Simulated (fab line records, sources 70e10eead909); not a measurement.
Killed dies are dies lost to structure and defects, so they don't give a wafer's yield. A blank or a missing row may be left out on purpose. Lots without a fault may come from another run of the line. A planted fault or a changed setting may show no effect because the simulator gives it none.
fab line records | flow nand_harc
record lots=14 wafers=41 last_day=33
route steps=1302 shown A_ZERO_WELL@403 A_SOURCE_PLATE@416 A_ONON_D1@438
lots that met no fault: from a run of the same line without faults
start_h: hours from the record's first day to the start of the lot's first wafer shown | wait_h: hours since the lot's step before | " the same as in the row above | L1.1+2: a row that stands for several wafers | - no value, or no start given | * or withheld: withheld | < > ~ a bound
route shown NAME@n: a module of which the file shows steps, and the number in the route of the first | usual: mean/standard deviation of fault-free wafers | same: alike in all rows | chamber/n: place in a boat | sites: the reading at each site | _std_site: their standard deviation | _edge_site: outer sites' mean less inner sites' | radius_mm: how far each site lies from the wafer's centre | mask NAME#n: copy n | behind: the tool/chamber that last shaped the wafer | hold: why the lot was held/for how many hours/how that ended | device: the transistor (n, p or np) that didn't switch | end of line: the same wafers' tests at the end of the route | a step without rows: its recipe alone | killed: dies lost to structure and defects at the first sort, not the wafer's yield | map: a wafer's dies, x killed, . not, _ none there
set.NAME: the setting as run; set.NAME@STEP: as run at that earlier step | model.NAME: the simulator's own value behind a step, which no gauge read
steps of the route over a sample of lots; a table a step, a row a wafer
services: from which hour (start_h, from the record's first day; less than 0 if before it) a tool's chamber was out of use, for how many hours, and why
## steps
# step NHARC_A_ZERO_WELL_DESCUM_12
# recipe time_s=3 o2_flow_sccm=200 ar_flow_sccm=0 bias_power_w=0 chemistry=O2
# usual drypump_motor_current_A=5.7/0.47 oes_product_au=0.999/0.011 rf_vpp_V=58.0/0.87 showerhead_plenum_p_Torr=1.95/0.06 throttle_valve_pct=11.312/0.0084
# columns lot.wafer tool chamber start_h wait_h drypump_motor_current_A oes_product_au rf_hours_counter_h rf_vpp_V showerhead_plenum_p_Torr throttle_valve_pct
L573.2 rie_diel-04 0 142.70 - 5.6 0.993 5 59.0 1.95 11.307
L573.4 " 2 " " 5.3 1.003 5 58.9 1.99 11.310
L573.3 " 3 " " 5.6 1.007 5 56.9 1.99 11.310
L574.2 rie_diel-04 0 151.25 - 5.6 0.994 5 57.9 1.95 11.314
L574.4 " 2 " " 5.3 1.010 5 56.3 1.99 11.315
L574.1 " 3 " " 5.6 1.003 5 57.8 1.99 11.308
L576.4 rie_diel-08 2 167.47 - 6.2 1.000 28 58.5 2.02 11.321
L576.1 " 3 " " 5.2 1.006 23 58.9 2.03 11.305
L576.3 " 1 " " 6.2 0.996 28 58.4 1.85 11.325
L577.1 rie_diel-09 0 187.69 - 5.1 1.005 7 58.3 1.90 11.308
L577.3 " 1 " " 6.5 0.992 10 59.9 2.06 11.304
L577.6 " 3 " " 5.0 1.004 - 58.1 1.87 11.324
L578.3 rie_diel-09 1 188.50 - 6.5 0.998 10 57.5 2.06 11.318
L578.4 " 2 " " 6.5 1.031 11 56.6 1.87 11.303
L578.6 " 3 " " 5.0 1.005 - 55.5 1.87 11.312
L582.4 rie_diel-08 2 229.91 - 6.2 0.995 5 57.0 2.01 11.306
L582.2 " 0 " " 5.7 1.015 6 56.6 1.85 11.316
L582.5 " 3 " " 5.2 1.014 - 58.6 2.02 11.314
L583.3 rie_diel-04 0 238.29 - 5.6 0.994 1 58.4 1.95 11.330
L583.4 " 3 " " 5.6 0.991 - 59.2 1.99 11.315
L589.4 rie_diel-04 0 301.71 - 5.6 1.004 3 56.8 1.95 11.300
L589.5 " 3 " " 5.6 0.980 - 57.3 1.99 11.302
L589.6 " 0 " " 5.6 1.014 - 58.2 1.95 11.319
L590.1 rie_diel-04 0 309.46 - 5.6 0.995 3 59.0 1.95 11.307
L590.3 " 3 " " 5.5 0.992 4 56.9 1.99 11.309
L590.5 " 1 " " 6.4 0.988 - 57.9 1.92 11.324
L591.2 rie_diel-04 1 316.34 - 6.4 1.005 4 58.8 1.92 11.316
L591.4 " 0 " " 5.6 0.986 - 58.0 1.95 11.319
L591.6 " 1 " " 6.4 0.995 - 58.7 1.92 11.323
L592.3 rie_diel-04 1 329.80 - 6.4 0.999 4 57.1 1.93 11.323
L592.6 " 2 " " 5.3 0.989 - 58.4 1.99 11.307
L592.5 " 3 " " 5.5 0.993 - 59.7 1.99 11.296
L594.3 rie_diel-04 3 344.57 - 5.6 0.992 5 57.2 1.99 11.321
L594.1 " 1 " " 6.4 1.002 4 58.8 1.93 11.316
L594.5 " 3 " " 5.6 1.003 - 59.8 1.99 11.317
L595.1 rie_diel-09 3 361.15 - 5.0 0.992 12 59.1 1.85 11.322
L595.2 " 1 " " 6.5 1.009 14 59.3 2.04 11.315
L595.5 " 0 " " 5.2 1.015 - 58.3 1.88 11.305
L596.2 rie_diel-08 3 366.35 - 5.2 1.010 32 59.1 2.01 11.311
L596.4 " 0 " " 5.7 1.017 31 56.4 1.84 11.311
L596.3 " 2 " " 6.2 1.007 31 58.1 2.00 11.319
# step NHARC_A_ZERO_WELL_ETCH_13
# recipe target_depth_a=1200 time_s=40.1 hbr_flow_sccm=150 cl2_flow_sccm=50 rf_w=400 icp_w=400 bias_w=100 chemistry=HBr/Cl2
# usual drypump_motor_current_A=6.1/0.33 oes_product_au=1.006/0.0098 throttle_valve_pct=26.405/0.0093
# columns lot.wafer tool chamber start_h wait_h drypump_motor_current_A oes_product_au rf_hours_counter_h throttle_valve_pct
L573.4 rie_si-02 3 142.91 - 6.6 1.009 0.3 26.406
L573.3 " 0 " " 5.1 0.999 0.2 26.411
L573.2 " 1 " " 6.3 1.009 0.2 26.399
L574.4 rie_si-03 0 151.47 - 6.5 1.010 0.6 26.405
L574.2 " 1 " " 6.2 0.998 0.5 26.406
L574.1 " 2 " " 5.8 1.017 0.6 26.407
L576.3 rie_si-05 2 167.67 - 6.4 1.006 0.2 26.420
L576.1 " 0 " " 6.5 0.976 0.2 26.414
L576.4 " 1 " " 5.7 1.000 0.2 26.410
L577.1 rie_si-03 2 187.91 - 5.8 1.003 0.8 26.413
L577.3 " 3 " " 6.1 1.004 0.9 26.410
L577.6 " 1 " " 6.1 1.000 - 26.426
L578.3 rie_si-05 2 188.69 - 6.4 1.026 0.4 26.419
L578.6 " 2 " " 6.4 1.022 - 26.403
L578.4 " 0 " " 6.5 0.990 - 26.408
L582.4 rie_si-03 1 230.12 - 6.2 1.006 0.0 26.409
L582.2 " 2 " " 5.8 1.009 0.0 26.392
L582.5 " 2 " " 5.8 0.987 - 26.391
L583.3 rie_si-03 3 238.51 - 6.1 1.006 0.0 26.410
L583.4 " 1 " " 6.2 1.001 0.1 26.400
L589.4 rie_si-03 2 301.95 - 5.8 0.998 0.5 26.417
L589.5 " 3 " " 6.1 1.006 - 26.396
L589.6 " 0 " " 6.5 0.997 - 26.405
L590.3 rie_si-03 1 309.72 - 6.2 1.010 0.5 26.405
L590.1 " 3 " " 6.1 1.004 0.5 26.408
L590.5 " 1 " " 6.2 1.005 - 26.412
L591.4 rie_si-05 0 316.57 - 6.5 1.013 0.0 26.402
L591.2 " 1 " " 5.6 1.003 0.0 26.404
L591.6 " 0 " " 6.5 1.020 - 26.401
L592.3 rie_si-02 3 330.02 - 6.6 1.018 0.2 26.407
L592.6 " 0 " " 5.1 1.023 - 26.423
L592.5 " 1 " " 6.3 1.012 - 26.400
L594.1 rie_si-03 3 344.77 - 6.1 1.008 0.7 26.416
L594.3 " 0 " " 6.4 1.009 0.7 26.413
L594.5 " 3 " " 6.1 1.005 - 26.413
L595.2 rie_si-05 1 361.40 - 5.6 0.996 0.3 26.419
L595.1 " 0 " " 6.5 1.023 0.3 26.393
L595.5 " 2 " " 6.4 1.002 - 26.408
L596.4 rie_si-03 2 366.55 - 5.8 1.007 0.8 26.389
L596.3 " 3 " " 6.1 1.010 0.9 26.427
L596.2 " 1 " " 6.1 1.008 0.9 26.407
# step NHARC_A_SOURCE_PLATE_THK_MEAS_09
# recipe thk_meas_gauge=ellipsometry
# usual thk_nm=9.7/0.87
# columns lot.wafer tool chamber start_h wait_h thk_nm
L573.2 film_metro-01 - 151.25 0.4 9.8
L573.3 " - " " 10.4
L573.4 " - " " 8.7
L574.1 film_metro-02 - 166.53 0.4 9.4
L574.2 " - " " 10.1
L574.4 " - " " 9.9
L576.1 film_metro-01 - 176.04 0.4 10.3
L576.3 " - " " 9.6
L576.4 " - " " 8.8
L577.1 film_metro-01 - 196.29 0.4 9.4
L577.3 " - " " 8.5
L577.6 " - " " 9.9
L578.3 film_metro-02 - 196.29 0.4 10.8
L578.4 " - " " 9.6
L578.6 " - " " 8.9
L582.2 film_metro-01 - 238.46 0.4 9.7
L582.4 " - " " 9.5
L582.5 " - " " 8.0
L583.3 film_metro-01 - 247.14 0.4 10.9
L583.4 " - " " 9.1
L589.4 film_metro-02 - 309.93 0.4 11.0
L589.5 " - " " 9.5
L589.6 " - " " 9.9
L590.1 film_metro-01 - 319.05 0.4 9.5
L590.3 " - " " 10.4
L590.5 " - " " 9.3
L591.2 film_metro-02 - 326.87 0.4 9.6
L591.4 " - " " 10.2
L591.6 " - " " 9.6
L592.3 film_metro-01 - 337.87 0.4 8.8
L592.5 " - " " 8.7
L592.6 " - " " 9.5
L594.1 film_metro-02 - 353.17 0.4 8.9
L594.3 " - " " 10.5
L594.5 " - " " 9.0
L595.1 film_metro-02 - 369.84 0.4 9.5
L595.2 " - " " 9.5
L595.5 " - " " 8.6
L596.2 film_metro-01 - 375.93 0.4 10.3
L596.3 " - " " 9.4
L596.4 " - " " 9.0
# step NHARC_A_ONON_D1_DEP_19
# recipe target_thk_a=10000 n2_flow_sccm=2750 n2o_flow_sccm=2000 nh3_flow_sccm=500 sih4_flow_sccm=210 temp_c=400
# usual susceptor_temp_C=400.01/0.23
# columns lot.wafer tool chamber start_h wait_h susceptor_temp_C
L573.2 pecvd_onon-04 0 176.37 0.1 400.13
L573.3 " 0 " " 400.00
L573.4 " 0 " " 399.97
L574.1 pecvd_onon-01 0 190.55 0.1 399.92
L574.2 " 0 " " 400.14
L574.4 " 0 " " 399.81
L576.1 pecvd_onon-01 0 201.55 0.1 399.97
L576.3 " 0 " " 399.98
L576.4 " 0 " " 400.00
L578.3 pecvd_onon-02 0 219.92 0.2 399.95
L578.4 " 0 " " 400.10
L578.6 " 0 " " 399.67
L577.1 pecvd_onon-04 0 219.93 0.2 400.17
L577.3 " 0 " " 399.84
L577.6 " 0 " " 399.93
L582.2 pecvd_onon-04 0 265.79 0.1 400.16
L582.4 " 0 " " 400.01
L582.5 " 0 " " 399.93
L583.3 pecvd_onon-04 0 270.66 0.2 399.97
L583.4 " 0 " " 399.86
L589.4 pecvd_onon-02 0 336.05 0.2 400.36
L589.5 " 0 " " 400.15
L589.6 " 0 " " 400.18
L590.1 pecvd_onon-04 0 347.09 0.1 400.41
L590.3 " 0 " " 400.20
L590.5 " 0 " " 400.18
L591.2 pecvd_onon-01 0 350.57 0.1 400.23
L591.4 " 0 " " 400.35
L591.6 " 0 " " 400.01
L592.3 pecvd_onon-02 0 361.42 0.2 400.28
L592.5 " 0 " " 400.12
L592.6 " 0 " " 400.00
L594.1 pecvd_onon-04 0 380.95 0.1 400.17
L594.3 " 0 " " 399.71
L594.5 " 0 " " 400.04
L595.1 pecvd_onon-02 0 396.29 0.1 400.21
L595.2 " 0 " " 399.80
L595.5 " 0 " " 399.86
L596.2 pecvd_onon-01 0 396.36 0.1 399.71
L596.3 " 0 " " 399.83
L596.4 " 0 " " 399.88
# step NHARC_A_ONON_D1_THK_MEAS_21
# recipe thk_meas_gauge=ellipsometry
# usual thk_nm=1000/9.5
# columns lot.wafer tool chamber start_h wait_h thk_nm
L573.2 film_metro-02 - 176.82 - 988
L573.3 " - " " 988
L573.4 " - " " 987
L574.1 film_metro-01 - 191.06 - 1002
L574.2 " - " " 1001
L574.4 " - " " 1002
L576.1 film_metro-02 - 202.06 - 998
L576.3 " - " " 997
L576.4 " - " " 997
L578.3 film_metro-02 - 220.31 - 1008
L578.4 " - " " 1007
L578.6 " - " " 1007
L577.1 film_metro-02 - 220.44 - 1007
L577.3 " - " " 1007
L577.6 " - " " 1009
L582.2 film_metro-02 - 266.24 - 1056
L582.4 " - " " 979
L582.5 " - " " 979
L583.3 film_metro-02 - 271.06 - 1069
L583.4 " - " " 993
L589.4 film_metro-02 - 336.38 - 1002
L589.5 " - " " 1005
L589.6 " - " " 1005
L590.1 film_metro-01 - 347.61 - 982
L590.3 " - " " 981
L590.5 " - " " 982
L591.2 film_metro-02 - 351.02 - 1008
L591.4 " - " " 1012
L591.6 " - " " 1009
L592.3 film_metro-02 - 361.81 - 1004
L592.5 " - " " 1003
L592.6 " - " " 1002
L594.1 film_metro-01 - 381.45 - 1013
L594.3 " - " " 1012
L594.5 " - " " 1012
L595.1 film_metro-02 - 396.81 - 1013
L595.2 " - " " 1013
L595.5 " - " " 1014
L596.2 film_metro-01 - 396.82 - 992
L596.3 " - " " 994
L596.4 " - " " 993
## services
# columns tool chamber start_h hours kind
rie_diel-09 3 124.89 2.8 repair
rie_diel-09 2 127.93 1.3 repair
rie_si-05 - 128.00 9.0 pm
pecvd_onon-04 - 130.34 13.0 pm
rie_diel-04 - 133.97 0.6 repair
rie_diel-04 - 177.90 9.0 pm
rie_si-05 1 183.54 19.9 repair
pecvd_onon-02 - 185.00 13.0 pm
rie_si-03 0 199.81 6.9 repair
rie_diel-04 - 208.59 0.2 repair
rie_si-03 - 221.00 9.0 pm
rie_diel-04 2 234.93 11.8 repair
rie_diel-04 0 252.46 4.2 repair
pecvd_onon-01 - 269.00 13.0 pm
rie_si-03 - 271.45 0.9 repair
rie_si-03 2 279.35 2.8 repair
rie_diel-04 2 304.78 22.5 repair
rie_si-05 - 305.00 9.0 pm
rie_diel-04 0 310.46 4.5 repair
pecvd_onon-04 - 311.34 13.0 pm
rie_diel-04 3 319.01 5.8 repair
rie_diel-04 - 352.16 0.8 repair
rie_diel-04 - 354.90 9.0 pm
pecvd_onon-02 - 366.00 13.0 pm
## key
first_sign step=NHARC_A_ONON_D1_THK_MEAS_21 reading=thk_nm direction=up sigmas=6.6 usual=1000 struck=1062
effect none on later readings
met_at NHARC_A_ONON_D1_DEP_19
struck_lots L582,L583
struck_wafers L582.2,L583.3
sort_left_out L582.2,L583.3
tester_left_out L582,L583
not_acting_at NHARC_A_ZERO_WELL_DESCUM_12,NHARC_A_ZERO_WELL_ETCH_13,NHARC_A_SOURCE_PLATE_THK_MEAS_09
onset_between 219.93 265.79
fault kind=process_parameter_drift tool=pecvd_onon-04 chamber=- onset_h=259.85 steps=NHARC_A_ONON_D1_DEP_19 channel=target_thk_a offset=* shape=step end_h=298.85 scope=struck_wafers_only acts_in=* stated=*
# tester_left_out: of these lots the tester's yield and bins aren't shown, on N5 and GAA mostly nor the transistor test; their killed dies are dies lost to structure and defects alone, not to doping, threshold or leakage, so they don't give the yield
# sort_left_out: the simulated sort isn't trusted on such a fault, so these wafers' sort isn't shown, and their yield isn't known
